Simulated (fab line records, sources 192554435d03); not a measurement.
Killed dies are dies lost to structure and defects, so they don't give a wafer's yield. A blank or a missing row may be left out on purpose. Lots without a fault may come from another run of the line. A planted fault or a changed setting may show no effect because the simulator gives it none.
fab line records | flow n5_finfet
record lots=24 wafers=72 last_day=18
route steps=1938 shown ZERO_LAYER@19 PMOS_HMC_CHANNEL_EPI@67 FIN_SAQP@115 FIN_CUT@178 STI_FIN_REVEAL@188
lots that met no fault: from a run of the same line without faults
start_h: hours from the record's first day to the start of the lot's first wafer shown | wait_h: hours since the lot's step before | " the same as in the row above | L1.1+2: a row that stands for several wafers | - no value, or no start given | * or withheld: withheld | < > ~ a bound
route shown NAME@n: a module of which the file shows steps, and the number in the route of the first | usual: mean/standard deviation of fault-free wafers | same: alike in all rows | chamber/n: place in a boat | sites: the reading at each site | _std_site: their standard deviation | _edge_site: outer sites' mean less inner sites' | radius_mm: how far each site lies from the wafer's centre | mask NAME#n: copy n | behind: the tool/chamber that last shaped the wafer | hold: why the lot was held/for how many hours/how that ended | device: the transistor (n, p or np) that didn't switch | end of line: the same wafers' tests at the end of the route | a step without rows: its recipe alone | killed: dies lost to structure and defects at the first sort, not the wafer's yield | map: a wafer's dies, x killed, . not, _ none there
set.NAME: the setting as run; set.NAME@STEP: as run at that earlier step | model.NAME: the simulator's own value behind a step, which no gauge read
steps of the route over a sample of lots; a table a step, a row a wafer
services: from which hour (start_h, from the record's first day; less than 0 if before it) a tool's chamber was out of use, for how many hours, and why
## steps
# step N5_ZERO_LAYER_INSPECT_20
# recipe inspect_instrument=darkfield mode=post_clean
# usual raw_defect_count=33/13
# columns lot.wafer tool chamber start_h wait_h raw_defect_count
L074.2 defect_inspect-01 - 13.40 0.0 31
L074.3 " - " " 46
L074.6 " - " " 22
L075.2 defect_inspect-01 - 19.56 0.0 41
L075.5 " - " " 19
L075.6 " - " " 28
L076.1 defect_inspect-01 - 25.44 0.0 36
L076.4 " - " " 31
L076.6 " - " " 77
L077.2 defect_inspect-02 - 31.33 0.0 25
L077.5 " - " " 20
L077.6 " - " " 20
L078.1 defect_inspect-02 - 37.67 0.0 25
L078.3 " - " " 36
L078.5 " - " " 52
L079.1 defect_inspect-01 - 43.48 0.0 23
L079.2 " - " " 24
L079.4 " - " " 27
L080.1 defect_inspect-02 - 49.39 0.0 44
L080.3 " - " " 32
L080.4 " - " " 29
L081.1 defect_inspect-02 - 55.28 0.0 33
L081.3 " - " " 18
L081.5 " - " " 28
L082.2 defect_inspect-01 - 61.40 0.0 51
L082.4 " - " " 19
L082.6 " - " " 21
L083.1 defect_inspect-02 - 67.64 0.0 33
L083.5 " - " " 47
L083.6 " - " " 15
L084.3 defect_inspect-01 - 73.81 0.0 65
L084.4 " - " " 36
L084.5 " - " " 41
L085.1 defect_inspect-01 - 79.93 0.0 40
L085.4 " - " " 37
L085.5 " - " " 43
L086.1 defect_inspect-02 - 85.35 0.0 30
L086.2 " - " " 23
L086.5 " - " " 35
L087.3 defect_inspect-02 - 91.26 0.0 29
L087.4 " - " " 38
L087.6 " - " " 21
L088.2 defect_inspect-02 - 97.41 0.0 17
L088.3 " - " " 42
L088.5 " - " " 26
L089.1 defect_inspect-01 - 103.91 0.0 22
L089.2 " - " " 34
L089.4 " - " " 22
L090.3 defect_inspect-01 - 109.38 0.0 13
L090.4 " - " " 16
L090.6 " - " " 53
L091.1 defect_inspect-02 - 115.40 0.0 32
L091.3 " - " " 30
L091.4 " - " " 19
L092.2 defect_inspect-01 - 121.37 0.0 20
L092.4 " - " " 20
L092.6 " - " " 16
L093.2 defect_inspect-01 - 127.42 0.0 18
L093.5 " - " " 29
L093.6 " - " " 36
L094.1 defect_inspect-01 - 133.47 0.0 20
L094.4 " - " " 38
L094.6 " - " " 41
L095.1 defect_inspect-01 - 139.39 0.0 58
L095.3 " - " " 42
L095.4 " - " " 34
L096.2 defect_inspect-02 - 145.31 0.0 28
L096.3 " - " " 34
L096.4 " - " " 24
L097.1 defect_inspect-02 - 151.38 0.0 37
L097.2 " - " " 55
L097.6 " - " " 41
# step N5_PMOS_HMC_CHANNEL_EPI_INSPECT_11
# recipe mode=adi inspect_instrument=macro
# usual raw_defect_count=2.1/1.5
# columns lot.wafer tool chamber start_h wait_h raw_defect_count
L074.2 defect_inspect-01 - 17.37 0.0 2
L074.3 " - " " 6
L074.6 " - " " 1
L075.2 defect_inspect-01 - 23.66 0.0 2
L075.5 " - " " 2
L075.6 " - " " 4
L076.1 defect_inspect-02 - 29.46 0.0 2
L076.4 " - " " 4
L076.6 " - " " 0
L077.2 defect_inspect-02 - 35.29 0.0 5
L077.5 " - " " 2
L077.6 " - " " 3
L078.1 defect_inspect-02 - 41.80 0.0 2
L078.3 " - " " 6
L078.5 " - " " 2
L079.1 defect_inspect-02 - 47.86 0.0 1
L079.2 " - " " 3
L079.4 " - " " 5
L080.1 defect_inspect-01 - 53.31 0.0 0
L080.3 " - " " 0
L080.4 " - " " 2
L081.1 defect_inspect-02 - 59.49 0.0 4
L081.3 " - " " 2
L081.5 " - " " 2
L082.2 defect_inspect-01 - 65.65 0.0 0
L082.4 " - " " 4
L082.6 " - " " 1
L083.1 defect_inspect-02 - 72.00 0.0 0
L083.5 " - " " 2
L083.6 " - " " 3
L084.3 defect_inspect-01 - 78.52 0.0 3
L084.4 " - " " 4
L084.5 " - " " 2
L085.1 defect_inspect-02 - 83.69 0.0 1
L085.4 " - " " 4
L085.5 " - " " 2
L086.1 defect_inspect-01 - 89.49 0.0 1
L086.2 " - " " 5
L086.5 " - " " 1
L087.3 defect_inspect-01 - 95.78 0.0 6
L087.4 " - " " 3
L087.6 " - " " 2
L088.2 defect_inspect-01 - 102.37 0.0 4
L088.3 " - " " 4
L088.5 " - " " 1
L089.1 defect_inspect-02 - 108.08 0.0 1
L089.2 " - " " 2
L089.4 " - " " 0
L090.3 defect_inspect-01 - 113.31 0.0 5
L090.4 " - " " 0
L090.6 " - " " 1
L091.1 defect_inspect-02 - 119.76 0.0 2
L091.3 " - " " 3
L091.4 " - " " 3
L092.2 defect_inspect-01 - 125.10 0.0 2
L092.4 " - " " 2
L092.6 " - " " 1
L093.2 defect_inspect-01 - 132.02 0.0 5
L093.5 " - " " 1
L093.6 " - " " 1
L094.1 defect_inspect-01 - 137.32 0.0 3
L094.4 " - " " 2
L094.6 " - " " 0
L095.1 defect_inspect-02 - 143.16 0.0 1
L095.3 " - " " 6
L095.4 " - " " 3
L096.2 defect_inspect-02 - 149.66 0.0 2
L096.3 " - " " 1
L096.4 " - " " 1
L097.1 defect_inspect-01 - 155.37 0.0 1
L097.2 " - " " 2
L097.6 " - " " 3
# step N5_PMOS_HMC_CHANNEL_EPI_EPI_26
# recipe material=Si target_thk_a=38 temp_c=650 precursor=SiH4/H2 pressure_torr=20 time_s=22.7
# usual chamber_pressure_Torr=19.99/0.043 susceptor_temp_C_max=651.6/0.47 throttle_valve_pct=11.2/0.33
# columns lot.wafer tool chamber start_h wait_h chamber_pressure_Torr susceptor_temp_C_max throttle_valve_pct
L074.2 epi_rpcvd-02 0 20.56 0.1 19.97 651.6 11.1
L074.3 " 0 " " 20.02 651.5 11.0
L074.6 " 0 " " 19.97 652.2 11.3
L075.2 epi_rpcvd-01 0 26.61 0.1 20.09 650.7 10.6
L075.5 " 0 " " 20.00 650.8 10.7
L075.6 " 0 " " 20.02 650.6 10.8
L076.1 epi_rpcvd-02 0 32.29 0.0 19.91 651.3 11.6
L076.4 " 0 " " 20.03 651.6 11.2
L076.6 " 0 " " 20.00 651.4 10.9
L077.2 epi_rpcvd-04 0 38.71 0.1 19.98 652.5 11.6
L077.5 " 0 " " 20.05 652.2 11.6
L077.6 " 0 " " 20.03 651.5 11.9
L078.1 epi_rpcvd-02 0 44.65 0.0 20.03 650.9 11.2
L078.3 " 0 " " 20.03 651.3 11.0
L078.5 " 0 " " 19.99 651.4 11.0
L079.1 epi_rpcvd-02 0 50.26 0.0 19.97 651.9 11.3
L079.2 " 0 " " 19.96 652.3 10.9
L079.4 " 0 " " 19.97 652.3 11.2
L080.1 epi_rpcvd-02 0 55.72 0.0 20.10 652.0 11.2
L080.3 " 0 " " 20.04 651.4 11.5
L080.4 " 0 " " 19.98 651.2 11.2
L081.1 epi_rpcvd-04 0 61.94 0.0 20.03 652.5 11.8
L081.3 " 0 " " 19.95 652.1 11.7
L081.5 " 0 " " 19.94 652.5 11.8
L082.2 epi_rpcvd-02 0 68.53 0.1 19.99 652.2 11.0
L082.4 " 0 " " 19.94 652.2 11.1
L082.6 " 0 " " 19.91 651.8 11.1
L083.1 epi_rpcvd-01 0 74.42 0.0 20.03 651.7 10.8
L083.5 " 0 " " 19.98 650.8 10.7
L083.6 " 0 " " 19.99 651.3 10.6
L084.3 epi_rpcvd-02 0 81.80 0.1 20.03 651.5 11.0
L084.4 " 0 " " 20.03 651.5 11.1
L084.5 " 0 " " 19.99 651.9 11.5
L085.1 epi_rpcvd-01 0 86.72 0.0 19.97 650.8 10.9
L085.4 " 0 " " 19.91 651.3 10.8
L085.5 " 0 " " 19.94 651.1 10.7
L086.1 epi_rpcvd-02 0 92.30 0.0 19.91 651.7 11.3
L086.2 " 0 " " 19.97 651.9 11.3
L086.5 " 0 " " 19.94 652.3 11.1
L087.3 epi_rpcvd-01 0 98.31 0.2 19.91 650.8 10.7
L087.4 " 0 " " 19.95 650.7 10.8
L087.6 " 0 " " 19.91 651.6 10.7
L088.2 epi_rpcvd-02 0 105.32 0.1 19.98 651.5 11.0
L088.3 " 0 " " 19.96 651.5 11.1
L088.5 " 0 " " 19.93 651.0 11.0
L089.1 epi_rpcvd-01 0 110.49 0.0 19.99 651.1 10.7
L089.2 " 0 " " 19.94 651.7 10.8
L089.4 " 0 " " 20.07 651.4 10.8
L090.3 epi_rpcvd-02 0 117.15 0.1 20.03 651.4 11.3
L090.4 " 0 " " 20.04 651.4 11.1
L090.6 " 0 " " 19.96 651.7 11.2
L091.1 epi_rpcvd-04 0 122.18 0.0 20.03 651.4 11.6
L091.3 " 0 " " 20.10 651.0 11.6
L091.4 " 0 " " 20.04 651.7 11.6
L092.2 epi_rpcvd-04 0 127.59 0.1 19.94 652.6 11.8
L092.4 " 0 " " 20.01 651.9 11.5
L092.6 " 0 " " 19.96 651.9 11.5
L093.2 epi_rpcvd-02 0 134.47 0.1 20.02 652.4 11.3
L093.5 " 0 " " 20.07 652.1 11.3
L093.6 " 0 " " 20.01 652.1 11.1
L094.1 epi_rpcvd-01 0 139.85 0.0 20.05 651.4 10.6
L094.4 " 0 " " 19.97 651.5 10.9
L094.6 " 0 " " 20.01 651.3 10.7
L095.1 epi_rpcvd-01 0 145.75 0.0 19.99 651.0 10.7
L095.3 " 0 " " 19.95 650.9 10.6
L095.4 " 0 " " 20.00 651.3 10.8
L096.2 epi_rpcvd-02 0 152.17 0.1 19.97 651.2 11.1
L096.3 " 0 " " 19.99 651.3 11.4
L096.4 " 0 " " 19.97 651.8 11.4
L097.1 epi_rpcvd-02 0 157.79 0.0 20.02 651.8 11.2
L097.2 " 0 " " 20.00 651.2 11.1
L097.6 " 0 " " 20.03 651.9 11.3
# step N5_FIN_SAQP_ETCH_51
# recipe chemistry=CF4 target=SiARC target_depth_a=455 mask_material=CAR-ArF time_s=75.8 ion_energy_ev=80 pressure_mtorr=40 source_w=545 bias_w=36 Ar_flow_sccm=100 cf4_flow_sccm=100 ends=cleared
# usual drypump_motor_current_A=5.7/0.42 etch_rf_on_time_s=75.3/1.7 oes_product_au=0.67/0.085 rf_fwd_power_W=538.7/2.6 rf_vpp_V=184.4/1.1 showerhead_plenum_p_Torr=2.17/0.054 throttle_valve_pct=15.70/0.26
# columns lot.wafer tool chamber start_h wait_h drypump_motor_current_A etch_rf_on_time_s oes_product_au rf_fwd_power_W rf_hours_counter_h rf_vpp_V showerhead_plenum_p_Torr throttle_valve_pct
L074.2 rie_diel-03 2 22.53 0.0 5.3 77.1 0.59 542.8 232 184.0 2.19 15.91
L074.3 " 3 " " 5.7 73.8 0.65 532.4 202 184.5 2.12 15.56
L074.6 " 3 " " 5.7 73.3 0.65 534.6 - 183.7 2.12 15.55
L075.2 rie_diel-03 2 28.39 0.0 5.3 76.7 0.59 543.9 234 184.7 2.19 15.94
L075.5 " 1 " " 6.0 73.4 0.59 538.7 - 182.8 2.11 15.91
L075.6 " 2 " " 5.3 77.0 0.59 542.6 - 185.1 2.19 15.94
L076.1 rie_diel-03 2 34.65 0.0 5.3 76.9 0.59 544.4 236 184.3 2.19 15.95
L076.4 " 0 " " 5.9 77.2 0.60 541.0 227 184.7 2.21 16.06
L076.6 " 2 " " 5.3 76.0 0.60 539.0 - 185.1 2.19 15.92
L077.2 rie_diel-03 3 41.17 0.0 5.7 73.0 0.65 536.7 209 183.9 2.12 15.57
L077.5 " 0 " " 5.9 77.1 0.60 536.8 - 184.5 2.20 16.06
L077.6 " 1 " " 6.0 73.0 0.59 538.9 - 183.9 2.11 15.92
L078.1 rie_diel-01 0 46.91 0.0 6.7 77.0 0.60 540.9 207 185.1 2.21 15.82
L078.3 " 1 " " 6.4 74.4 0.81 538.3 21 184.8 2.18 15.14
L078.5 " 0 " " 6.7 76.7 0.60 542.1 - 185.6 2.21 15.81
L079.1 rie_diel-06 0 52.12 0.0 5.1 76.8 0.72 539.9 89 185.0 2.25 15.56
L079.2 " 3 " " 5.7 72.8 0.68 538.4 130 184.8 2.15 15.93
L079.4 " 1 " " 6.0 76.5 0.58 540.9 246 181.0 2.03 15.73
L080.1 rie_diel-06 0 57.78 0.0 5.2 77.9 0.71 539.8 91 184.2 2.25 15.55
L080.3 " 1 " " 6.0 78.3 0.58 540.7 248 182.5 2.03 15.75
L080.4 " 2 " " 5.6 77.0 0.61 539.1 203 184.1 2.21 15.82
L081.1 rie_diel-01 3 64.24 0.0 5.5 74.2 0.63 538.7 184 183.2 2.13 15.69
L081.3 " 1 " " 6.4 74.2 0.80 534.8 27 185.1 2.18 15.17
L081.5 " 3 " " 5.4 74.5 0.63 538.9 - 185.2 2.13 15.70
L082.2 rie_diel-03 3 71.46 0.0 5.7 73.4 0.63 537.0 219 185.3 2.12 15.60
L082.4 " 2 " " 5.3 77.2 0.58 541.9 - 183.8 2.19 15.97
L082.6 " 3 " " 5.8 73.5 0.63 537.1 - 182.8 2.12 15.59
L083.1 rie_diel-03 3 76.64 0.0 5.7 73.0 0.63 534.6 222 183.1 2.12 15.61
L083.5 " 2 " " 5.3 77.1 0.58 540.5 - 184.0 2.18 15.98
L083.6 " 3 " " 5.7 72.8 0.63 536.6 - 183.3 2.12 15.61
L084.3 rie_diel-03 1 83.47 0.0 6.0 75.9 0.84 538.7 1 182.9 2.11 15.47
L084.4 " 3 " " 5.7 73.8 0.63 534.7 225 183.7 2.11 15.60
L084.5 " 1 " " 6.0 76.4 0.84 539.0 - 181.9 2.11 15.45
L085.1 rie_diel-06 1 88.78 0.0 6.1 73.9 0.84 539.0 2 185.8 2.28 15.26
L085.4 " 2 " " 5.6 77.0 0.60 536.3 214 184.2 2.21 15.86
L085.5 " 1 " " 6.0 73.8 0.83 537.5 - 185.5 2.28 15.24
L086.1 rie_diel-01 2 94.92 0.0 5.3 74.5 0.62 533.0 207 184.7 2.12 15.82
L086.2 " 3 " " 5.4 75.2 0.62 540.7 193 183.8 2.13 15.71
L086.5 " 3 " " 5.4 74.3 0.62 540.4 - 185.0 2.13 15.71
L087.3 rie_diel-06 0 101.01 0.0 5.1 76.4 0.70 537.6 108 184.8 2.24 15.59
L087.4 " 2 " " 5.6 76.2 0.60 539.4 219 184.9 2.21 15.87
L087.6 " 2 " " 5.5 76.2 0.59 541.7 - 183.7 2.21 15.87
L088.2 rie_diel-01 0 107.22 0.0 6.7 76.7 0.60 541.1 229 185.7 2.20 15.85
L088.3 " 2 " " 5.3 74.5 0.61 535.7 212 182.6 2.12 15.84
L088.5 " 0 " " 6.7 76.1 0.60 540.3 - 183.4 2.20 15.85
L089.1 rie_diel-06 2 112.53 0.0 5.5 76.3 0.60 539.9 223 184.6 2.21 15.89
L089.2 " 3 " " 5.7 71.3 0.68 536.7 154 183.8 2.14 15.95
L089.4 " 1 " " 6.1 74.2 0.81 538.4 11 185.7 2.28 15.28
L090.3 rie_diel-06 1 119.49 0.0 6.0 74.9 0.81 540.0 14 185.3 2.28 15.28
L090.4 " 0 " " 5.2 76.7 0.69 536.7 115 187.2 2.24 15.62
L090.6 " 1 " " 6.0 74.2 0.80 540.6 - 186.4 2.28 15.28
L091.1 rie_diel-06 3 125.36 0.0 5.7 71.6 0.67 537.6 158 184.4 2.14 15.96
L091.3 " 1 " " 6.1 73.9 0.80 539.4 16 187.9 2.28 15.27
L091.4 " 2 " " 5.5 76.0 0.60 539.2 228 184.5 2.20 15.88
L092.2 rie_diel-03 2 129.32 0.0 5.4 77.5 0.81 539.9 6 185.3 2.18 15.46
L092.4 " 3 " " 5.7 73.6 0.61 536.3 - 184.0 2.11 15.64
L092.6 " 1 " " 6.0 74.6 0.78 537.7 - 183.3 2.10 15.50
L093.2 rie_diel-01 0 136.27 0.0 6.7 76.8 0.59 538.0 239 184.3 2.20 15.88
L093.5 " 2 " " 5.3 74.1 0.62 533.7 - 183.5 2.12 15.85
L093.6 " 3 " " 5.4 74.7 0.61 540.4 - 183.7 2.12 15.74
L094.1 rie_diel-03 0 141.64 0.0 5.9 75.3 0.85 537.2 1 184.3 2.19 15.59
L094.4 " 1 " " 6.0 74.4 0.77 538.8 - 184.1 2.10 15.50
L094.6 " 2 " " 5.4 77.6 0.78 539.5 - 186.0 2.18 15.48
L095.1 rie_diel-01 2 148.44 0.0 5.3 73.6 0.61 535.5 225 184.0 2.12 15.84
L095.3 " 0 " " 6.7 77.1 0.59 542.4 244 184.5 2.19 15.89
L095.4 " 3 " " 5.4 75.0 0.61 536.7 211 183.6 2.12 15.73
L096.2 rie_diel-01 0 154.11 0.0 6.7 77.1 0.58 541.1 246 184.7 2.19 15.89
L096.3 " 1 " " 6.4 73.9 0.75 537.9 59 185.4 2.16 15.20
L096.4 " 2 " " 5.3 74.1 0.61 535.6 227 183.4 2.12 15.86
L097.1 rie_diel-03 1 159.75 0.0 6.0 74.5 0.75 541.0 37 183.7 2.10 15.51
L097.2 " 0 " " 5.8 75.7 0.81 540.7 9 185.3 2.19 15.60
L097.6 " 0 " " 5.8 75.8 0.80 541.1 - 186.3 2.19 15.62
# step N5_FIN_CUT_STRIP_22
# recipe chemistry=N2/H2 power_w=500 temp_c=40 pressure_mtorr=50 rf_frequency_hz=6e+07 overash_fraction=0.3 bias_power_w=8 h2_frac=0.5 n2_flow_sccm=300 h2_flow_sccm=300
# usual drypump_motor_current_A=5.9/0.56 h2_flow_sccm=300.0/0.88 oes_product_au=0.76/0.088 rf_vpp_V=54.2/2.2 showerhead_plenum_p_Torr=3.35/0.11 throttle_valve_pct=19.1/0.45
# columns lot.wafer tool chamber start_h wait_h drypump_motor_current_A h2_flow_sccm oes_product_au rf_hours_counter_h rf_vpp_V showerhead_plenum_p_Torr throttle_valve_pct
L074.2 rie_diel-02 0 28.37 0.0 5.1 300.8 0.73 204 52.5 3.18 19.1
L074.3 " 2 " " 6.7 298.8 0.91 22 51.8 3.42 19.1
L074.6 " 2 " " 6.7 300.3 0.92 - 52.2 3.43 19.0
L075.2 rie_diel-02 0 34.39 0.0 5.0 298.6 0.73 207 56.0 3.18 19.1
L075.5 " 1 " " 6.1 298.8 0.72 - 55.6 3.33 19.8
L075.6 " 0 " " 5.1 301.0 0.71 - 51.8 3.18 19.1
L076.1 rie_diel-05 2 40.16 0.0 6.5 300.9 0.67 247 56.1 3.31 18.9
L076.4 " 3 " " 6.4 300.1 0.85 51 51.9 3.28 19.1
L076.6 " 0 " " 5.5 299.2 0.74 - 51.4 3.49 19.5
L077.2 rie_diel-04 0 46.54 0.0 5.4 299.4 0.70 204 53.5 3.46 19.6
L077.5 " 3 " " 5.4 300.6 0.70 - 56.2 3.17 18.4
L077.6 " 1 " " 5.3 299.4 0.71 - 54.4 3.48 19.3
L078.1 rie_diel-04 3 54.54 0.0 5.5 299.6 0.71 224 52.7 3.17 18.4
L078.3 " 0 " " 5.4 300.5 0.69 208 53.0 3.45 19.6
L078.5 " 1 " " 5.4 299.5 0.71 - 56.2 3.48 19.4
L079.1 rie_diel-02 2 58.54 0.0 6.8 299.9 0.90 32 52.5 3.42 19.1
L079.2 " 0 " " 5.0 298.8 0.73 214 50.9 3.18 19.1
L079.4 " 3 " " 6.5 300.2 0.81 114 53.2 3.38 18.7
L080.1 rie_diel-05 1 63.70 0.0 5.6 299.8 0.79 104 57.5 3.25 18.8
L080.3 " 0 " " 5.4 300.3 0.74 177 58.2 3.48 19.4
L080.4 " 0 " " 5.5 299.4 0.73 - 51.4 3.48 19.5
L081.1 rie_diel-02 3 73.84 0.0 6.5 299.5 0.80 118 54.5 3.38 18.7
L081.3 " 1 " " 6.2 300.6 0.73 225 55.1 3.32 19.9
L081.5 " 2 " " 6.8 299.2 0.88 - 54.6 3.42 19.1
L082.2 rie_diel-02 1 79.54 0.1 6.2 299.8 0.71 226 53.1 3.32 19.9
L082.4 " 3 " " 6.5 299.7 0.80 120 55.2 3.38 18.7
L082.6 " 1 " " 6.2 300.8 0.71 - 57.7 3.32 19.9
L083.1 rie_diel-02 0 82.51 0.1 5.0 299.5 0.72 221 55.5 3.17 19.1
L083.5 " 2 " " 6.7 300.5 0.88 - 55.2 3.41 19.1
L083.6 " 3 " " 6.5 300.0 0.81 - 52.5 3.38 18.7
L084.3 rie_diel-05 2 89.25 0.0 6.5 300.6 0.98 5 55.3 3.31 18.5
L084.4 " 3 " " 6.4 298.7 0.82 66 56.9 3.26 19.1
L084.5 " 1 " " 5.6 299.0 0.80 - 53.9 3.25 18.8
L085.1 rie_diel-04 1 94.40 0.1 5.4 299.5 0.70 217 56.2 3.47 19.4
L085.4 " 0 " " 5.4 299.9 0.68 219 57.2 3.45 19.6
L085.5 " 0 " " 5.4 299.9 0.69 - 53.1 3.45 19.7
L086.1 rie_diel-04 0 102.34 0.1 5.4 300.6 0.68 223 54.3 3.45 19.6
L086.2 " 3 " " 5.4 300.8 0.68 238 54.1 3.16 18.4
L086.5 " 0 " " 5.4 299.5 0.67 - 58.5 3.44 19.6
L087.3 rie_diel-05 1 107.37 0.0 5.6 299.5 0.78 116 54.6 3.25 18.8
L087.4 " 3 " " 6.4 299.3 0.83 72 54.6 3.26 19.1
L087.6 " 1 " " 5.6 297.9 0.79 - 51.6 3.25 18.7
L088.2 rie_diel-05 0 112.83 0.0 5.4 300.9 0.73 191 56.0 3.48 19.5
L088.3 " 3 " " 6.4 301.5 0.84 74 53.0 3.26 19.1
L088.5 " 3 " " 6.4 299.7 0.81 - 60.6 3.26 19.1
L089.1 rie_diel-02 0 119.04 0.0 5.0 300.0 0.70 232 54.0 3.17 19.1
L089.2 " 2 " " 6.8 299.8 0.86 50 52.6 3.41 19.1
L089.4 " 1 " " 6.2 300.4 0.69 238 54.5 3.31 19.9
L090.3 rie_diel-02 1 126.89 0.1 6.2 299.9 0.72 240 55.3 3.31 19.9
L090.4 " 0 " " 5.1 299.9 0.70 235 58.4 3.17 19.1
L090.6 " 1 " " 6.2 300.4 0.69 - 54.1 3.31 19.9
L091.1 rie_diel-04 1 131.27 0.0 5.4 299.9 0.68 229 54.5 3.46 19.4
L091.3 " 0 " " 5.4 300.2 0.66 232 53.6 3.44 19.7
L091.4 " 3 " " 5.5 299.6 0.69 248 54.2 3.16 18.5
L092.2 rie_diel-05 0 136.86 0.0 5.4 300.2 0.72 199 52.9 3.47 19.5
L092.4 " 3 " " 6.3 299.5 0.81 83 59.7 3.26 19.1
L092.6 " 2 " " 6.5 301.1 0.94 - 54.0 3.30 18.6
L093.2 rie_diel-04 0 141.64 0.0 5.4 301.4 0.65 236 55.3 3.44 19.7
L093.5 " 1 " " 5.3 299.4 0.68 - 52.8 3.46 19.4
L093.6 " 2 " " 5.7 299.0 0.70 - 54.1 3.45 18.8
L094.1 rie_diel-02 3 147.67 0.0 6.5 298.1 0.78 140 54.4 3.37 18.8
L094.4 " 2 " " 6.7 301.1 0.87 57 55.5 3.40 19.1
L094.6 " 0 " " 5.1 301.7 0.68 - 56.1 3.16 19.1
L095.1 rie_diel-04 3 154.45 0.0 5.5 299.3 0.99 1 51.3 3.56 18.0
L095.3 " 2 " " 5.7 300.3 0.69 230 55.6 3.45 18.8
L095.4 " 0 " " 5.4 300.6 0.68 241 53.0 3.44 19.7
L096.2 rie_diel-04 3 159.58 0.1 5.4 299.1 0.98 3 51.4 3.56 18.0
L096.3 " 1 " " 5.4 300.1 0.68 237 55.7 3.46 19.4
L096.4 " 0 " " 5.4 298.7 0.67 242 55.6 3.44 19.7
L097.1 rie_diel-02 0 166.63 0.0 5.1 301.7 0.70 249 53.2 3.16 19.1
L097.2 " 2 " " 6.7 300.3 0.83 65 57.9 3.40 19.1
L097.6 " 3 " " 6.5 300.4 0.79 - 52.2 3.36 18.8
# step N5_STI_FIN_REVEAL_THK_MEAS_05
# usual thk_nm=131.5/1.3
# columns lot.wafer tool chamber start_h wait_h thk_nm
L074.2 film_metro-02 - 34.05 - 132.3
L074.3 " - " " 131.5
L074.6 " - " " 133.2
L075.2 film_metro-01 - 40.58 - 130.4
L075.5 " - " " 129.3
L075.6 " - " " 130.3
L076.1 film_metro-02 - 46.46 - 128.7
L076.4 " - " " 131.7
L076.6 " - " " 130.4
L077.2 film_metro-02 - 54.26 - 132.4
L077.5 " - " " 131.2
L077.6 " - " " 131.6
L078.1 film_metro-02 - 60.48 - 131.9
L078.3 " - " " 131.7
L078.5 " - " " 133.6
L079.1 film_metro-01 - 64.12 - 129.5
L079.2 " - " " 131.1
L079.4 " - " " 129.8
L080.1 film_metro-01 - 69.64 - 132.7
L080.3 " - " " 133.2
L080.4 " - " " 134.3
L081.1 film_metro-02 - 79.59 - 132.1
L081.3 " - " " 131.6
L081.5 " - " " 131.7
L082.2 film_metro-01 - 85.19 - 132.0
L082.4 " - " " 129.9
L082.6 " - " " 130.8
L083.1 film_metro-02 - 88.16 - 132.5
L083.5 " - " " 133.5
L083.6 " - " " 132.2
L084.3 film_metro-02 - 94.83 - 131.3
L084.4 " - " " 131.8
L084.5 " - " " 131.4
L085.1 film_metro-01 - 100.01 - 132.5
L085.4 " - " " 132.8
L085.5 " - " " 133.1
L086.1 film_metro-01 - 108.00 - 133.6
L086.2 " - " " 131.9
L086.5 " - " " 132.3
L087.3 film_metro-01 - 112.96 - 133.0
L087.4 " - " " 133.5
L087.6 " - " " 132.0
L088.2 film_metro-02 - 118.40 - 130.9
L088.3 " - " " 132.0
L088.5 " - " " 131.7
L089.1 film_metro-02 - 125.15 - 128.2
L089.2 " - " " 131.0
L089.4 " - " " 129.1
L090.3 film_metro-01 - 132.49 - 131.5
L090.4 " - " " 131.6
L090.6 " - " " 131.7
L091.1 film_metro-02 - 137.84 - 129.8
L091.3 " - " " 128.9
L091.4 " - " " 130.0
L092.2 film_metro-02 - 142.46 - 131.9
L092.4 " - " " 131.3
L092.6 " - " " 131.8
L093.2 film_metro-02 - 147.22 - 132.1
L093.5 " - " " 131.4
L093.6 " - " " 132.0
L094.1 film_metro-02 - 154.71 0.2 130.5
L094.4 " - " " 129.7
L094.6 " - " " 131.4
L095.1 film_metro-02 - 160.23 - 130.3
L095.3 " - " " 132.8
L095.4 " - " " 129.8
L096.2 film_metro-02 - 165.24 - 129.5
L096.3 " - " " 130.0
L096.4 " - " " 130.4
L097.1 film_metro-02 - 172.31 - 132.4
L097.2 " - " " 131.4
L097.6 " - " " 133.2
## services
# columns tool chamber start_h hours kind
rie_diel-02 - 0.43 0.5 repair
rie_diel-06 3 4.61 5.3 repair
rie_diel-04 2 11.39 43.8 repair
rie_diel-02 0 16.27 1.6 repair
rie_diel-03 1 18.59 3.5 repair
rie_diel-02 3 27.34 12.5 repair
epi_rpcvd-04 - 37.18 0.8 repair
rie_diel-03 0 41.90 2.2 repair
epi_rpcvd-01 - 48.47 8.1 pm
rie_diel-05 1 55.66 1.7 repair
rie_diel-03 1 57.16 - clean
rie_diel-03 1 57.16 - consumable_replace:focus_ring
rie_diel-05 - 77.98 2.8 pm
rie_diel-06 2 78.60 4.3 repair
rie_diel-01 3 80.46 4.2 repair
rie_diel-02 2 84.27 3.8 repair
rie_diel-03 2 91.31 7.1 repair
rie_diel-03 - 111.30 2.4 repair
rie_diel-06 1 132.23 6.0 repair
rie_diel-06 0 133.63 5.5 repair
rie_diel-06 - 139.31 0.5 repair
rie_diel-04 1 142.41 4.1 repair
rie_diel-05 0 149.93 9.9 repair
rie_diel-06 3 155.87 5.8 repair
## key
fault none
